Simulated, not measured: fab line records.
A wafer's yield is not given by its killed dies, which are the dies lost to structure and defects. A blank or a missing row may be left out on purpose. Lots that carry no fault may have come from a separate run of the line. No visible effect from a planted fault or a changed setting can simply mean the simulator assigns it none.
fab line records	flow nand_harc
record: lots: 12	wafers: 36	last_day: 24
route steps=1159 shown A_WL_FILL@829 A_CONTACT@842 END@1159
lots that met no fault: from a run of the same line without faults
start_h: the number of hours between the record's first day and the start of the first shown wafer of the lot	wait_h: hours elapsed since this lot's preceding step	" the same as in the row above	L1.1+2: a single row standing in for several wafers	- no value, or no start was given	* or withheld: withheld	< > ~ a bound
route shown NAME@n: a module of which the file shows steps, and the number in the route of the first	usual: average and standard deviation across the fault-free wafers	same: alike in all rows	chamber/n: place in a boat	sites: per-site readings	_std_site: standard deviation of those values	_edge_site: inner sites' mean taken away from outer sites' mean	radius_mm: how far each site lies from the wafer's centre	mask NAME#n: copy n	behind: the tool/chamber that last shaped the wafer	hold: the reason the lot was held/the length of the hold in hours/how it ended	device: the transistor (n, p or np) that didn't switch	end of line: the same wafers' tests at the end of the route	for a step that has no rows: nothing shown but its recipe	killed: count of dies lost to structure and defects at first sort (not the wafer's yield)	map: a wafer's dies, marking killed ones x, the rest . and places with no die _
set.NAME: the setting the step ran with; set.NAME@STEP: the setting that earlier step ran with	model.NAME: the simulator's own value behind a step, which no gauge read
steps of the route over a sample of lots; a table a step, a row a wafer
services: the hour from which a tool's chamber was out of use, counted from the record's first day as start_h (under 0 if before that day), plus the number of hours and why
== steps ==
step: NHARC_A_WL_FILL_ETCHBACK_26
recipe: target_depth_a: 520	time_s: 13.3	hbr_flow_sccm: 150	rf_w: 350	icp_w: 350	bias_w: 60	chemistry: HBr
usual: drypump_motor_current_A: 5.7/0.58	oes_product_au: 1.001/0.0095	throttle_valve_pct: 23.267/0.0085
lot.wafer	tool	chamber	start_h	wait_h	drypump_motor_current_A	oes_product_au	rf_hours_counter_h	throttle_valve_pct
L925.1	rie_si-04	1	356.73	0.4	5.4	1.019	0.6	23.243
L925.3	"	3	"	"	6.6	1.003	0.8	23.251
L925.6	"	1	"	"	5.3	1.005	-	23.264
L929.1	rie_si-05	2	368.69	0.4	6.0	0.996	0.8	23.264
L929.4	"	1	"	"	6.6	1.008	0.8	23.267
L929.6	"	3	"	"	5.1	1.006	-	23.261
L926.3	rie_si-04	3	368.71	0.4	6.6	1.003	0.9	23.266
L926.6	"	1	"	"	5.3	1.002	-	23.285
L926.5	"	2	"	"	5.3	0.999	-	23.273
L931.1	rie_si-02	3	374.25	0.4	5.7	0.995	1.2	23.256
L931.2	"	1	"	"	5.9	1.000	1.1	23.270
L931.6	"	3	"	"	5.7	1.000	-	23.273
L927.2	rie_si-04	3	374.25	0.4	6.6	1.005	0.9	23.262
L927.4	"	1	"	"	5.3	0.999	0.8	23.268
L927.5	"	2	"	"	5.3	0.996	-	23.273
L928.4	rie_si-05	1	380.26	0.4	6.6	1.008	0.9	23.275
L928.2	"	3	"	"	5.1	1.007	0.8	23.256
L928.6	"	2	"	"	6.0	0.994	-	23.259
L933.4	rie_si-04	3	404.10	0.4	6.6	1.004	1.2	23.275
L933.3	"	0	"	"	6.2	0.993	0.6	23.262
L933.6	"	3	"	"	6.6	1.005	-	23.264
L934.1	rie_si-02	3	416.16	0.4	5.7	1.000	0.1	23.267
L934.6	"	1	"	"	5.9	1.001	-	23.266
L934.5	"	2	"	"	4.9	1.000	-	23.260
L935.1	rie_si-04	3	416.16	0.4	6.6	1.004	1.3	23.258
L935.6	"	1	"	"	5.4	1.005	-	23.260
L935.5	"	2	"	"	5.2	0.990	-	23.274
L938.3	rie_si-02	0	429.00	0.4	6.0	1.003	0.2	23.264
L938.4	"	2	"	"	4.9	0.997	0.3	23.259
L938.5	"	0	"	"	6.0	0.996	-	23.268
L940.3	rie_si-04	1	444.66	0.4	5.3	1.003	1.2	23.267
L940.4	"	2	"	"	5.3	0.997	1.4	23.266
L940.6	"	2	"	"	5.3	1.004	-	23.276
L948.1	rie_si-04	2	495.51	0.4	5.2	0.979	0.3	23.259
L948.6	"	3	"	"	6.6	0.986	-	23.267
L948.5	"	0	"	"	6.3	0.993	-	23.264
step: NHARC_A_CONTACT_DEP_28
recipe: target_thk_a: 36000	temp_c: 400	material: aC
usual: susceptor_temp_C: 400.03/0.19	throttle_valve_pct: 35.000/0.0084
lot.wafer	tool	chamber	start_h	wait_h	susceptor_temp_C	throttle_valve_pct
L925.1	acl_dep-01	0	364.25	0.1	399.68	35.010
L925.3	"	0	"	"	399.84	35.019
L925.6	"	0	366.09	1.9	399.79	35.001
L929.1	acl_dep-01	0	375.33	0.1	399.79	34.979
L929.4	"	0	376.44	1.2	400.00	35.001
L929.6	"	0	"	"	400.01	35.000
L926.3	acl_dep-02	0	376.18	0.8	-	34.994
L926.5	"	0	"	"	-	34.995
L926.6	"	0	"	"	-	35.004
L931.1	acl_dep-01	0	381.05	0.1	400.22	34.998
L931.2	"	0	"	"	399.95	35.009
L931.6	"	0	382.90	1.9	400.01	34.997
L927.2	acl_dep-03	0	381.16	0.4	-	35.018
L927.4	"	0	"	"	-	34.994
L927.5	"	0	"	"	-	35.007
L928.2	acl_dep-02	0	388.08	0.8	-	35.003
L928.4	"	0	"	"	-	35.020
L928.6	"	0	"	"	-	34.994
L933.3	acl_dep-02	0	413.69	2.6	399.74	34.985
L933.4	"	0	"	"	400.22	35.012
L933.6	"	0	"	"	400.20	35.007
L934.1	acl_dep-01	0	422.78	0.1	-	35.003
L934.5	"	0	424.24	1.5	-	34.991
L934.6	"	0	"	"	-	34.998
L935.1	acl_dep-03	0	428.47	1.2	-	35.006
L935.5	"	0	429.92	2.7	-	35.009
L935.6	"	0	"	"	-	34.984
L938.3	acl_dep-03	0	437.93	0.8	-	34.990
L938.4	"	0	"	"	-	35.012
L938.5	"	0	"	"	-	34.984
L940.3	acl_dep-03	0	461.04	0.9	399.90	34.994
L940.4	"	0	"	"	399.92	34.994
L940.6	"	0	"	"	399.82	35.000
L948.1	acl_dep-01	0	503.16	0.1	400.17	35.002
L948.5	"	0	504.64	1.5	400.03	35.010
L948.6	"	0	"	"	400.06	35.008
step: NHARC_A_CONTACT_INSPECT_44
usual: raw_defect_count: 27/13
lot.wafer	tool	chamber	start_h	wait_h	hold	raw_defect_count
L925.1	defect_inspect-01	-	367.33	0.0	-	19
L925.3	"	-	"	"	-	23
L925.6	"	-	"	"	-	19
L929.1	defect_inspect-02	-	378.43	0.0	-	42
L929.4	"	-	"	"	-	48
L929.6	"	-	"	"	-	26
L926.3	defect_inspect-02	-	378.59	0.0	-	17
L926.5	"	-	"	"	-	18
L926.6	"	-	"	"	-	13
L927.2	defect_inspect-02	-	383.94	0.0	-	33
L927.4	"	-	"	"	-	35
L927.5	"	-	"	"	-	31
L931.1	defect_inspect-02	-	384.46	0.0	-	27
L931.2	"	-	"	"	-	30
L931.6	"	-	"	"	-	28
L928.2	defect_inspect-02	-	390.73	0.0	-	7
L928.4	"	-	"	"	-	10
L928.6	"	-	"	"	-	12
L933.3	defect_inspect-02	-	416.22	0.0	-	24
L933.4	"	-	"	"	-	21
L933.6	"	-	"	"	-	19
L934.1	defect_inspect-02	-	425.71	0.0	-	39
L934.5	"	-	"	"	-	45
L934.6	"	-	"	"	-	35
L935.1	defect_inspect-01	-	431.52	0.0	-	21
L935.5	"	-	"	"	-	28
L935.6	"	-	"	"	-	25
L938.3	defect_inspect-01	-	440.19	0.0	await_dispo/0.2h/release	397
L938.4	"	-	"	"	await_dispo/0.2h/release	386
L938.5	"	-	"	"	await_dispo/0.2h/release	401
L938.3	defect_inspect-01	-	440.36	0.2	-	397
L938.4	"	-	"	"	-	382
L938.5	"	-	"	"	-	397
L940.3	defect_inspect-01	-	463.25	0.0	await_dispo/0.2h/release	404
L940.4	"	-	"	"	await_dispo/0.2h/release	432
L940.6	"	-	"	"	await_dispo/0.2h/release	409
L940.3	defect_inspect-01	-	463.43	0.2	-	397
L940.4	"	-	"	"	-	433
L940.6	"	-	"	"	-	403
L948.1	defect_inspect-02	-	506.25	0.0	-	19
L948.5	"	-	"	"	-	23
L948.6	"	-	"	"	-	18
step: NHARC_A_CONTACT_ETCH_51
recipe: target_depth_a: 36000	over_etch_frac: 0.3	time_s: 936	ion_energy_ev: 150	o2_flow_sccm: 400	cos_flow_sccm: 20	ar_flow_sccm: 0	rf_w: 500	bias_w: 300	chemistry: O2/COS
usual: drypump_motor_current_A: 5.8/0.49	oes_product_au: 1.001/0.0095	rf_vpp_V: 314.6/1.9	showerhead_plenum_p_Torr: 3.15/0.12	throttle_valve_pct: 28.330/0.0099
same: over_etch_frac: 0.3
lot.wafer	tool	chamber	start_h	wait_h	drypump_motor_current_A	oes_product_au	rf_hours_counter_h	rf_vpp_V	showerhead_plenum_p_Torr	throttle_valve_pct
L925.1	rie_diel-05	0	-	-	5.6	1.005	7	313.2	2.98	28.329
L925.3	"	3	"	"	5.5	1.005	7	317.0	3.22	28.334
L925.6	"	1	"	"	5.7	0.982	-	315.3	3.18	28.310
L929.4	rie_diel-05	2	-	-	5.5	1.011	9	315.7	3.15	28.339
L929.1	"	0	"	"	5.6	1.007	11	311.8	2.98	28.303
L929.6	"	2	"	"	5.5	1.001	-	315.2	3.15	28.341
L926.3	rie_diel-05	3	-	-	5.6	1.009	12	318.3	3.22	28.321
L926.6	"	1	"	"	5.7	0.997	-	316.3	3.18	28.338
L926.5	"	2	"	"	5.5	1.001	-	314.3	3.15	28.330
L927.4	rie_diel-07	1	-	-	6.1	0.991	30	315.3	3.21	28.326
L927.2	"	3	"	"	5.0	1.004	28	316.7	3.31	28.329
L927.5	"	1	"	"	6.1	0.982	-	315.6	3.21	28.330
L931.2	rie_diel-11	0	-	-	6.1	1.020	2	312.7	2.97	28.315
L931.1	"	2	"	"	6.0	0.998	3	313.5	2.96	28.331
L931.6	"	0	"	"	6.1	1.009	-	313.2	2.97	28.344
L928.2	rie_diel-07	2	-	-	6.8	1.009	30	314.6	3.25	28.322
L928.4	"	1	"	"	6.1	1.004	32	313.9	3.21	28.355
L928.6	"	3	"	"	5.0	1.010	-	317.3	3.31	28.322
L933.4	rie_diel-05	3	-	-	5.6	1.002	22	316.2	3.22	28.334
L933.3	"	0	"	"	5.6	0.997	28	311.8	2.97	28.324
L933.6	"	1	"	"	5.7	0.993	-	314.3	3.17	28.328
L934.1	rie_diel-05	3	-	-	5.6	1.003	26	315.5	3.21	28.326
L934.5	"	3	"	"	5.5	0.998	-	314.7	3.21	28.312
L934.6	"	2	"	"	5.5	0.991	-	314.8	3.14	28.336
L935.1	rie_diel-07	0	-	-	6.0	1.000	3	314.6	3.09	28.336
L935.5	"	2	"	"	6.8	1.001	-	315.8	3.24	28.332
L935.6	"	3	"	"	5.1	1.005	-	316.4	3.31	28.337
L938.3	rie_diel-07	2	-	-	6.8	1.001	6	315.6	3.24	28.339
L938.4	"	0	"	"	6.0	1.012	-	314.0	3.09	28.327
L938.5	"	2	"	"	6.8	1.000	-	318.0	3.24	28.317
L940.3	rie_diel-05	2	-	-	5.5	1.010	44	314.2	3.13	28.317
L940.4	"	0	"	"	5.6	1.007	43	312.0	2.97	28.316
L940.6	"	3	"	"	5.5	1.018	-	317.2	3.21	28.346
L948.1	rie_diel-07	1	-	-	6.1	0.985	19	314.8	3.20	28.312
L948.6	"	3	"	"	5.0	0.995	-	317.2	3.30	28.324
L948.5	"	0	"	"	6.0	1.004	-	313.5	3.08	28.342
step: NHARC_A_CONTACT_ETCH_114
recipe: source_w: withheld	pressure_mtorr: 20	bias_v: 3000	time_s: 94	target_depth_a: 9220	ar_flow_sccm: withheld	c4f8_flow_sccm: withheld	o2_flow_sccm: withheld	chemistry: C4F8/O2/Ar
lot.wafer	tool	chamber	start_h	wait_h	rf_hours_counter_h
L925.1	har_cap_etch-01	0	369.16	0.1	50
L925.3	"	0	"	"	-
L925.6	"	1	"	"	-
L929.1	har_cap_etch-01	1	380.34	0.1	52
L929.4	"	1	"	"	-
L929.6	"	1	"	"	-
L926.3	har_cap_etch-03	1	380.84	0.1	-
L926.5	"	1	"	"	-
L926.6	"	0	"	"	-
L927.2	har_cap_etch-03	0	386.00	0.1	87
L927.4	"	1	"	"	-
L927.5	"	0	"	"	-
L931.2	har_cap_etch-02	1	386.84	0.1	10
L931.1	"	0	"	"	10
L931.6	"	0	"	"	-
L928.2	har_cap_etch-01	0	392.48	0.1	56
L928.4	"	0	"	"	-
L928.6	"	0	"	"	-
L933.4	har_cap_etch-01	0	418.03	0.1	-
L933.3	"	1	"	"	-
L933.6	"	0	"	"	-
L934.1	har_cap_etch-01	1	427.88	0.1	61
L934.5	"	1	"	"	-
L934.6	"	0	"	"	-
L935.1	har_cap_etch-03	1	433.51	0.1	96
L935.5	"	0	"	"	-
L935.6	"	1	"	"	-
L938.4	har_cap_etch-01	0	446.06	0.1	-
L938.3	"	1	"	"	-
L938.5	"	0	"	"	-
L940.3	har_cap_etch-02	1	468.62	0.1	-
L940.4	"	0	"	"	-
L940.6	"	0	"	"	-
L948.1	har_cap_etch-03	1	508.13	0.1	109
L948.5	"	1	"	"	-
L948.6	"	0	"	"	-
step: NHARC_END_SORT_01
recipe: temp_c: 25
usual: killed_at_array: 29/11	killed_at_other: 0.7/1.1	killed_at_periphery: 3.1/2	killed_dies: 33/11	killed_open: 3.5/1.8	killed_short: 2.0/1.4
same: gross_dies: 677
lot.wafer	tool	chamber	start_h	wait_h	killed_at_array	killed_at_other	killed_at_periphery	killed_dies	killed_open	killed_short
L925.1	prober-01	0	464.72	2.5	19	0	4	23	4	0
L925.3	prober-01	0	466.31	3.1	20	0	3	23	4	1
L925.6	prober-01	0	468.70	4.0	21	0	5	26	5	0
L929.1	prober-01	0	472.49	2.5	33	0	0	33	1	0
L929.4	prober-01	0	474.85	3.4	38	0	1	39	5	0
L929.6	prober-01	0	476.43	3.9	34	0	4	38	5	4
L926.3	prober-02	0	477.79	3.1	25	0	2	27	3	1
L926.5	prober-02	0	479.40	3.7	20	0	2	22	5	1
L926.6	prober-02	0	480.21	4.0	17	0	3	20	1	3
L931.1	prober-01	0	480.23	2.5	27	0	4	31	4	4
L931.2	prober-01	0	481.03	2.8	26	0	6	32	4	2
L931.6	prober-01	0	484.23	4.0	33	0	7	40	6	1
L927.2	prober-02	0	484.81	2.8	34	0	4	38	6	3
L927.4	prober-02	0	486.43	3.4	41	0	2	43	4	3
L927.5	prober-02	0	487.24	3.7	39	1	1	41	2	2
L928.2	prober-02	0	492.61	2.8	9	0	1	10	0	2
L928.4	prober-02	0	494.21	3.4	17	0	3	20	3	6
L928.6	prober-02	0	495.81	4.0	18	0	4	22	5	0
L933.3	prober-01	0	497.36	3.1	30	0	0	30	7	1
L933.4	prober-01	0	498.15	3.4	23	0	2	25	1	0
L933.6	prober-01	0	499.74	4.0	24	0	3	27	8	0
L934.1	prober-01	0	504.42	2.5	34	0	4	38	2	0
L934.5	prober-01	0	507.64	3.7	44	1	4	49	3	3
L934.6	prober-01	0	508.44	4.0	34	1	5	40	2	2
L935.1	prober-01	0	518.18	2.5	23	0	4	27	4	1
L935.5	prober-01	0	521.31	3.6	32	0	4	36	3	2
L935.6	prober-01	0	522.09	3.9	30	0	7	37	8	3
L938.3	prober-02	0	520.88	3.1	88	0	2	90	3	3
L938.4	prober-02	0	521.69	3.4	93	0	1	94	3	4
L938.5	prober-02	0	522.49	3.7	96	1	0	97	2	4
L940.3	prober-01	0	565.31	3.1	106	0	3	109	2	3
L940.4	prober-01	0	566.12	3.4	87	0	2	89	5	3
L940.6	prober-01	0	567.73	4.0	90	0	2	92	4	1
L948.1	prober-02	0	578.86	2.5	25	0	0	25	2	2
L948.5	prober-02	0	582.02	3.7	23	0	1	24	2	0
L948.6	prober-02	0	582.81	3.9	24	0	0	24	3	0
killed by level:class
L925.1 A_CHANNEL_HOLE_D1:chamber_film_flake=10 A_SLIT:chamber_film_flake=3 A_CONTACT:geometric_particle:open=2 A_CONTACT:chamber_film_flake=2 P_CONTACT:geometric_particle:open=1 A_M1:geometric_particle:open=1 P_ZERO_WELL:chamber_film_flake=1 P_CONTACT:chamber_film_flake=1
L925.3 A_CHANNEL_HOLE_D1:chamber_film_flake=8 A_WL_FILL:geometric_particle:open=2 A_M0:geometric_particle:open=2 P_BONDPAD:chamber_film_flake=2 A_SLIT:chamber_film_flake=2 A_STAIRCASE:chamber_film_flake=2 A_WL_FILL:geometric_particle:short=1 P_ZERO_WELL:chamber_film_flake=1
L925.6 A_CHANNEL_HOLE_D1:chamber_film_flake=10 A_SLIT:chamber_film_flake=3 P_M0:geometric_particle:open=2 A_CONTACT:geometric_particle:open=2 A_M1:chamber_film_flake=2 P_M2:geometric_particle:open=1 P_M2:chamber_film_flake=1 P_BONDPAD:chamber_film_flake=1
L929.1 A_CHANNEL_HOLE_D1:chamber_film_flake=17 A_SLIT:chamber_film_flake=11 A_CONTACT:chamber_film_flake=2 A_M0:geometric_particle:open=1 A_CHANNEL_FILL_D1:chamber_film_flake=1 A_BONDPAD:chamber_film_flake=1
L929.4 A_CHANNEL_HOLE_D1:chamber_film_flake=21 A_SLIT:chamber_film_flake=6 A_CONTACT:geometric_particle:open=4 A_CHANNEL_FILL_D1:chamber_film_flake=3 A_CONTACT:chamber_film_flake=2 P_CONTACT:geometric_particle:open=1 A_STAIRCASE:chamber_film_flake=1 A_BONDPAD:chamber_film_flake=1
L929.6 A_SLIT:chamber_film_flake=14 A_CHANNEL_HOLE_D1:chamber_film_flake=4 A_STAIRCASE:chamber_film_flake=4 A_CONTACT:chamber_film_flake=3 P_CONTACT:geometric_particle:open=2 A_BONDPAD:chamber_film_flake=2 P_M0:geometric_particle:open=1 P_M2:geometric_particle:open=1
L926.3 A_SLIT:chamber_film_flake=12 A_CONTACT:chamber_film_flake=6 A_CHANNEL_HOLE_D1:chamber_film_flake=2 P_M0:geometric_particle:short=1 A_WL_FILL:geometric_particle:open=1 A_BLC:geometric_particle:open=1 A_M0:geometric_particle:open=1 P_ZERO_WELL:chamber_film_flake=1
L926.5 A_SLIT:chamber_film_flake=6 A_CHANNEL_HOLE_D1:chamber_film_flake=4 A_WL_FILL:geometric_particle:open=2 A_CONTACT:geometric_particle:open=2 A_STAIRCASE:chamber_film_flake=2 A_CONTACT:chamber_film_flake=2 P_M0:geometric_particle:open=1 A_WL_FILL:geometric_particle:short=1
L926.6 A_SLIT:chamber_film_flake=8 A_CONTACT:chamber_film_flake=5 P_CONTACT:geometric_particle:open=1 P_M0:geometric_particle:short=1 A_SGD_CUT:geometric_particle:short=1 A_WL_FILL:geometric_particle:short=1 P_ZERO_WELL:chamber_film_flake=1 A_CHANNEL_HOLE_D1:chamber_film_flake=1
L931.1 A_SLIT:chamber_film_flake=10 A_CHANNEL_HOLE_D1:chamber_film_flake=9 A_CONTACT:geometric_particle:open=2 A_M1:geometric_particle:short=2 P_BONDPAD:geometric_particle:short=1 A_CHANNEL_FILL_D1:geometric_particle:open=1 A_WL_FILL:geometric_particle:short=1 A_M0:geometric_particle:open=1
L931.2 A_CHANNEL_HOLE_D1:chamber_film_flake=12 A_SLIT:chamber_film_flake=10 P_STI:chamber_film_flake=3 P_GATE:geometric_particle:open=1 P_M1:geometric_particle:open=1 A_ONON_D1:geometric_particle:short=1 A_WL_FILL:geometric_particle:short=1 A_M0:geometric_particle:open=1
L931.6 A_CHANNEL_HOLE_D1:chamber_film_flake=18 A_SLIT:chamber_film_flake=6 P_CONTACT:chamber_film_flake=2 P_M1:chamber_film_flake=2 A_M1:chamber_film_flake=2 P_CONTACT:geometric_particle:open=1 P_M1:geometric_particle:open=1 A_ONON_D1:geometric_particle:open=1
L927.2 A_CHANNEL_HOLE_D1:chamber_film_flake=16 A_SLIT:chamber_film_flake=9 P_CONTACT:geometric_particle:open=2 A_CONTACT:geometric_particle:open=2 P_STI:geometric_particle:short=1 A_CHANNEL_HOLE_D1:geometric_particle:short=1 A_CHANNEL_HOLE_D1:geometric_particle:open=1 A_WL_FILL:geometric_particle:short=1
L927.4 A_CHANNEL_HOLE_D1:chamber_film_flake=16 A_SLIT:chamber_film_flake=13 A_CONTACT:chamber_film_flake=4 A_WL_FILL:geometric_particle:short=2 A_CONTACT:geometric_particle:open=2 A_SOURCE_PLATE:geometric_particle:open=1 A_CHANNEL_HOLE_D1:geometric_particle:open=1 A_SLIT:geometric_particle:short=1
L927.5 A_SLIT:chamber_film_flake=16 A_CHANNEL_HOLE_D1:chamber_film_flake=12 A_CONTACT:chamber_film_flake=4 A_BONDPAD:chamber_film_flake=2 A_ONON_D1:geometric_particle:open=1 A_CHANNEL_FILL_D1:geometric_particle:short=1 A_SGD_CUT:geometric_particle:short=1 A_WL_FILL:chamber_film_flake=1
L928.2 A_STAIRCASE:chamber_film_flake=3 A_CHANNEL_HOLE_D1:chamber_film_flake=2 A_SOURCE_PLATE:geometric_particle:short=1 A_CHANNEL_FILL_D1:geometric_particle:short=1 P_STI:chamber_film_flake=1 A_SLIT:chamber_film_flake=1 A_CONTACT:chamber_film_flake=1
L928.4 A_CHANNEL_HOLE_D1:chamber_film_flake=4 P_STI:chamber_film_flake=2 A_STAIRCASE:chamber_film_flake=2 A_CONTACT:chamber_film_flake=2 P_CONTACT:geometric_particle:short=1 A_ONON_D1:geometric_particle:short=1 A_ONON_D1:geometric_particle:open=1 A_CHANNEL_FILL_D1:geometric_particle:short=1
L928.6 A_CHANNEL_HOLE_D1:chamber_film_flake=7 A_STAIRCASE:chamber_film_flake=4 P_STI:chamber_film_flake=3 A_M0:geometric_particle:open=2 A_CONTACT:chamber_film_flake=2 P_STI:geometric_particle:open=1 A_CHANNEL_HOLE_D1:geometric_particle:open=1 A_CONTACT:geometric_particle:open=1
L933.3 A_CHANNEL_HOLE_D1:chamber_film_flake=17 A_CONTACT:chamber_film_flake=3 A_SGD_CUT:geometric_particle:open=2 A_CONTACT:geometric_particle:open=2 A_M0:geometric_particle:open=2 A_STAIRCASE:chamber_film_flake=2 A_ONON_D1:geometric_particle:short=1 A_ONON_D1:geometric_particle:open=1
L933.4 A_CHANNEL_HOLE_D1:chamber_film_flake=17 A_STAIRCASE:chamber_film_flake=4 A_M0:geometric_particle:open=1 P_ZERO_WELL:chamber_film_flake=1 P_STI:chamber_film_flake=1 A_CONTACT:chamber_film_flake=1
L933.6 A_CHANNEL_HOLE_D1:chamber_film_flake=15 A_ONON_D1:geometric_particle:open=2 A_SGD_CUT:geometric_particle:open=2 P_ZERO_WELL:chamber_film_flake=2 P_CONTACT:geometric_particle:open=1 A_CONTACT:geometric_particle:open=1 A_M0:geometric_particle:open=1 A_M1:geometric_particle:open=1
L934.1 A_SLIT:chamber_film_flake=12 A_CHANNEL_HOLE_D1:chamber_film_flake=9 A_ZERO_WELL:chamber_film_flake=4 A_STAIRCASE:chamber_film_flake=4 A_BONDPAD:chamber_film_flake=3 P_ZERO_WELL:chamber_film_flake=2 P_CONTACT:geometric_particle:open=1 A_CHANNEL_FILL_D1:geometric_particle:open=1
L934.5 A_CHANNEL_HOLE_D1:chamber_film_flake=19 A_SLIT:chamber_film_flake=13 A_STAIRCASE:chamber_film_flake=3 P_CONTACT:chamber_film_flake=2 A_BONDPAD:chamber_film_flake=2 P_M0:geometric_particle:open=1 A_CHANNEL_FILL_D1:geometric_particle:open=1 A_CHANNEL_FILL_D1:geometric_particle:short=1
L934.6 A_SLIT:chamber_film_flake=14 A_CHANNEL_HOLE_D1:chamber_film_flake=10 A_STAIRCASE:chamber_film_flake=3 P_GATE:chamber_film_flake=2 P_M2:geometric_particle:open=1 A_ONON_D1:geometric_particle:short=1 A_CONTACT:geometric_particle:short=1 A_BLC:geometric_particle:open=1
L935.1 A_SLIT:chamber_film_flake=8 A_CHANNEL_HOLE_D1:chamber_film_flake=6 A_CONTACT:chamber_film_flake=3 A_M0:geometric_particle:open=2 P_ZERO_WELL:chamber_film_flake=2 A_STAIRCASE:chamber_film_flake=2 P_BONDPAD:geometric_particle:open=1 A_CONTACT:geometric_particle:open=1
L938.3 A_CONTACT:unspecified=67 A_SLIT:chamber_film_flake=5 A_CHANNEL_HOLE_D1:chamber_film_flake=4 A_STAIRCASE:chamber_film_flake=4 A_SGD_CUT:geometric_particle:short=2 A_CONTACT:chamber_film_flake=2 P_CONTACT:geometric_particle:open=1 A_CHANNEL_HOLE_D1:geometric_particle:open=1
L935.5 A_SLIT:chamber_film_flake=11 A_STAIRCASE:chamber_film_flake=6 A_CONTACT:chamber_film_flake=6 A_CHANNEL_HOLE_D1:chamber_film_flake=3 A_WL_FILL:geometric_particle:open=2 P_ZERO_WELL:chamber_film_flake=2 P_M0:geometric_particle:open=1 A_SOURCE_PLATE:geometric_particle:short=1
L938.4 A_CONTACT:unspecified=63 A_SLIT:chamber_film_flake=13 A_STAIRCASE:chamber_film_flake=8 A_WL_FILL:chamber_film_flake=2 P_CONTACT:geometric_particle:open=1 A_ONON_D1:geometric_particle:short=1 A_ONON_D1:geometric_particle:open=1 A_WL_FILL:geometric_particle:short=1
L935.6 A_SLIT:chamber_film_flake=13 P_ZERO_WELL:chamber_film_flake=3 A_CHANNEL_HOLE_D1:chamber_film_flake=3 A_STAIRCASE:chamber_film_flake=3 A_CONTACT:chamber_film_flake=3 A_CHANNEL_FILL_D1:geometric_particle:open=2 A_CONTACT:geometric_particle:open=2 P_GATE:geometric_particle:open=1
L938.5 A_CONTACT:unspecified=62 A_SLIT:chamber_film_flake=18 A_STAIRCASE:chamber_film_flake=8 A_CHANNEL_FILL_D1:geometric_particle:short=2 A_SGD_CUT:geometric_particle:short=2 A_CHANNEL_HOLE_D1:geometric_particle:open=1 A_SGD_CUT:geometric_particle:open=1 A_CHANNEL_HOLE_D1:chamber_film_flake=1
L940.3 A_CONTACT:unspecified=72 A_SLIT:chamber_film_flake=16 A_CONTACT:chamber_film_flake=10 A_STAIRCASE:chamber_film_flake=4 P_M0:geometric_particle:open=2 A_SOURCE_PLATE:geometric_particle:short=1 A_CHANNEL_HOLE_D1:geometric_particle:short=1 A_CHANNEL_FILL_D1:geometric_particle:short=1
L940.4 A_CONTACT:unspecified=67 A_STAIRCASE:chamber_film_flake=6 A_SLIT:chamber_film_flake=4 A_CONTACT:chamber_film_flake=3 A_ONON_D1:geometric_particle:short=2 P_GATE:geometric_particle:open=1 P_M1:geometric_particle:open=1 A_CHANNEL_FILL_D1:geometric_particle:short=1
L940.6 A_CONTACT:unspecified=67 A_SLIT:chamber_film_flake=11 A_CHANNEL_HOLE_D1:chamber_film_flake=5 A_CONTACT:chamber_film_flake=3 P_CONTACT:geometric_particle:open=1 P_M0:geometric_particle:open=1 A_CONTACT:geometric_particle:open=1 A_BLC:geometric_particle:short=1
L948.1 A_CHANNEL_HOLE_D1:chamber_film_flake=14 A_CONTACT:chamber_film_flake=5 A_ONON_D1:geometric_particle:short=2 A_SOURCE_PLATE:geometric_particle:open=1 A_ONON_D1:geometric_particle:open=1 A_CHANNEL_FILL_D1:chamber_film_flake=1 A_SGD_CUT:chamber_film_flake=1
L948.5 A_CHANNEL_HOLE_D1:chamber_film_flake=11 A_CONTACT:chamber_film_flake=5 A_WL_FILL:chamber_film_flake=2 A_CHANNEL_FILL_D1:geometric_particle:open=1 A_M0:geometric_particle:open=1 P_STI:chamber_film_flake=1 A_ZERO_WELL:chamber_film_flake=1 A_CHANNEL_FILL_D1:chamber_film_flake=1
L948.6 A_CHANNEL_HOLE_D1:chamber_film_flake=11 A_CONTACT:chamber_film_flake=6 A_CHANNEL_FILL_D1:chamber_film_flake=2 A_WL_FILL:chamber_film_flake=2 A_ONON_D1:geometric_particle:open=1 A_CHANNEL_FILL_D1:geometric_particle:open=1 A_CONTACT:geometric_particle:open=1
== services ==
tool	chamber	start_h	hours	kind
rie_si-05	3	335.38	6.2	repair
rie_diel-05	-	340.70	9.0	pm
acl_dep-02	-	348.72	13.0	pm
rie_diel-05	-	352.65	0.9	repair
rie_diel-11	-	367.18	9.0	pm
har_cap_etch-02	-	368.54	2.2	repair
rie_diel-05	3	381.74	12.5	repair
rie_si-02	-	388.00	9.0	pm
rie_diel-07	-	405.62	9.0	pm
acl_dep-03	-	407.47	13.0	pm
rie_si-05	-	416.06	9.0	pm
rie_diel-05	1	423.83	4.1	repair
rie_diel-11	1	427.98	3.9	repair
rie_si-04	-	453.00	9.0	pm
rie_si-04	0	453.00	9.0	vent_cycle
rie_si-04	1	453.00	9.0	vent_cycle
rie_si-04	2	453.00	9.0	vent_cycle
rie_si-04	3	453.00	9.0	vent_cycle
rie_si-02	2	455.47	3.2	repair
acl_dep-01	-	474.42	13.0	pm
rie_diel-11	-	479.81	0.3	repair
rie_si-05	2	484.40	6.9	repair
rie_si-05	0	488.33	3.2	repair
rie_si-02	1	497.39	2.7	repair
== key ==
first_sign: step: NHARC_A_CONTACT_INSPECT_44	reading: visit	direction: added
effect: step: NHARC_A_CONTACT_INSPECT_44	reading: raw_defect_count	direction: up	sigmas: 30	usual: 27	struck: 405
effect: step: NHARC_END_SORT_01	reading: killed_at_array	direction: up	sigmas: 6	usual: 29	struck: 93
more_kills_born_at: NHARC_A_CONTACT_DEP_28@acl_dep-03: 398
met_at NHARC_A_CONTACT_DEP_28
struck_lots L938,L940
tester_left_out L938,L940
not_acting_at NHARC_A_WL_FILL_ETCHBACK_26,NHARC_A_CONTACT_ETCH_51,NHARC_A_CONTACT_ETCH_114
onset_between 428.47 437.93
fault: kind: chamber_particle_source	tool: acl_dep-03	chamber: -	onset_h: 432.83	steps: NHARC_A_CONTACT_DEP_28	rate_per_visit_cm2: 0.57663	end_h: 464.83
tester_left_out: of these lots the tester's yield and bins aren't shown, on N5 and GAA mostly nor the transistor test; their killed dies are dies lost to structure and defects alone, not to doping, threshold or leakage, so they don't give the yield
